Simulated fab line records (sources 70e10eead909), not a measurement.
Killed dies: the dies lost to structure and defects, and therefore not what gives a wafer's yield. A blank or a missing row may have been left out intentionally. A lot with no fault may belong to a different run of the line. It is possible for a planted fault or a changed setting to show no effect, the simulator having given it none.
Matching of chambers    flow nand_harc    NHARC_P_STI_CMP_21 on cmp-02 has 4 sister chambers
The step polishes, t overpolish 20 s, target thk 380.67 nm. 4 wafers are shown with their chamber, then 7 later ones without.

WAFERS WITH THEIR CHAMBER
wafer   chamber  overpolish_run_s (s)
L508.3  3        20.025
L514.1  2        19.991
L514.6  1        20.004
L520.5  0        20.010

WAFERS WITH NO CHAMBER GIVEN
wafer   overpolish_run_s (s)
L520.6  20.005
L523.1  20.003
L523.2  19.992
L523.3  19.999
L524.2  19.994
L524.3  20.000
L524.6  19.995

WHICH CHAMBER EACH ONE RAN IN
wafer    from the rows above            in truth
L520.6   can't be placed: 1 or 0        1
L523.1   can't be placed: 1 or 0        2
L523.2   2                              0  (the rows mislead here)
L523.3   can't be placed: 1 or 2 or 0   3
L524.2   2                              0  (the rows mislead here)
L524.3   can't be placed: 1 or 2 or 0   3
L524.6   can't be placed: 2 or 1        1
Placed correctly: 0 of 7. Not placeable from these rows: 5 (in 2, the candidates include the true chamber). Placed wrongly: 2.
How it was worked out, from the rows above alone: a wafer's distance from a chamber is the root of the sum, over the readings, of the square of ((its reading less the chamber's mean) divided by the reading's scatter). If the next closest chamber is less than 2 further off than the closest, the wafer can't be placed; otherwise it belongs to the closest. The mean given for a chamber averages the wafers shown for that chamber. The scatter (one wafer shown for each chamber): square how far every hidden wafer sits from the nearest shown wafer, average those squares and take the square root.
